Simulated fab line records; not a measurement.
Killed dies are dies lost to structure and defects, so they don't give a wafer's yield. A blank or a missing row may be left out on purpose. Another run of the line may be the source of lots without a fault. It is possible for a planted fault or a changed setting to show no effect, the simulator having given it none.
Split-lot trial | flow n5Finfet | 7 lots, 21 wafers read, on a route of 1938 steps

THE SPLIT
At N5_BEOL_M14_DEP_53 (deposits SiCN from 3MS/NH3, target thk 50 nm, time 17.8 s), the setting timeS was moved away from the recipe's 17.8 s on 8 of the 21 wafers read, by -14.3% to +9.4%. This setting was run at the recipe's value on the other wafers.

The reading is taken at the split's own step.

THE READING
SiCN_of_BEOL_M14_DEP_53.thkNm (the simulator's own value, which no gauge read), in nm, at N5_BEOL_M14_DEP_53 (deposits SiCN from 3MS/NH3, target thk 50 nm, time 17.8 s). No usual value for it is given in the file. Here, 13 wafers ran the recipe; their average is 49.8 nm with a standard deviation of 0.63 nm.

wafer  | tool, chamber at the split | timeS as run, s | against the recipe | SiCN_of_BEOL_M14_DEP_53.thkNm, nm | against lot-mates on the recipe
L075.2 | pecvd-03, 0                | 17.8            | recipe             | 49                                | -
L075.4 | pecvd-03, 0                | 15.25           | -14.3%             | 42                                | -7.3
L075.6 | pecvd-03, 1                | 17.8            | recipe             | 49.6                              | -
L077.3 | pecvd-02, 1                | 15.67           | -12.0%             | 43.2                              | -6.8
L077.5 | pecvd-02, 2                | 15.67           | -12.0%             | 43                                | -7.0
L077.6 | pecvd-02, 1                | 17.8            | recipe             | 50                                | -
L079.2 | pecvd-03, 2                | 17.8            | recipe             | 48.8                              | -
L079.4 | pecvd-03, 1                | 18.77           | +5.4%              | 53.2                              | +4.0
L079.6 | pecvd-03, 2                | 17.8            | recipe             | 49.6                              | -
L078.2 | pecvd-03, 1                | 17.8            | recipe             | 49.4                              | -
L078.4 | pecvd-03, 1                | 17.8            | recipe             | 50.4                              | -
L078.6 | pecvd-03, 0                | 17.8            | recipe             | 50                                | -
L086.1 | pecvd-02, 2,1              | 17.8            | recipe             | 49.4                              | -
L086.2 | pecvd-02, 2,1              | 17.8            | recipe             | 49.4                              | -
L086.6 | pecvd-02, 0                | 17.8            | recipe             | 51                                | -
L087.2 | pecvd-02, 0                | 17.8            | recipe             | 50.8                              | -
L087.3 | pecvd-02, 1                | 19.47           | +9.4%              | 54.4                              | +3.6
L087.6 | pecvd-02, 0                | 19.47           | +9.4%              | 55.6                              | +4.8
L089.2 | pecvd-02, 0                | 19.2            | +7.9%              | 53.4                              | +3.4
L089.5 | pecvd-02, 1                | 17.8            | recipe             | 50                                | -
L089.6 | pecvd-02, 0                | 19.2            | +7.9%              | 54.4                              | +4.4
If several chambers appear in one row, that row covers several wafers at once and the file leaves open which wafer was in which chamber.

FIT RESULTS
A straight line over all 21 wafers: SiCN_of_BEOL_M14_DEP_53.thkNm changes by +0.551 nm for each +1% of timeS; r = +0.99; the points scatter about the line by 0.59 nm.
The same after taking each lot's own level away (the mean of its wafers on the recipe; 21 wafers): +0.526 nm for each +1%; r = +0.98; scatter 0.61 nm.
Per that fit: largest timeS move, reading shift of 7.5 nm.
From 49.20 to 50.80 nm: that is the span of the lots' own levels, equal to 2.5 times the standard deviation above.
Hence the lot-to-lot level has little effect on the slope; both slopes agree.
Check: for one of the wafers moved furthest among these (-14.3%), held out of the fit, the line's prediction against its lot-mates is -7.76 nm. Against them it came out at -7.3 nm.

ADDITIONAL SPLITS CARRIED BY THESE WAFERS
Note: prior to the reading, these wafers also went through further splits. Each is held against what the fit with the lots' levels taken away leaves over:
other split on the same wafers | wafers away from the commonest value | r with SiCN_of_BEOL_M14_DEP_53.thkNm (lot level and that fit taken away)
N5_BEOL_M14_EXPOSE_07 doseMj   | 6                                    | -0.20

THE FILE'S OWN FIT
SiCN_of_BEOL_M14_DEP_53.thkNm changes by +0.528 nm for each +1% of timeS, r = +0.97.
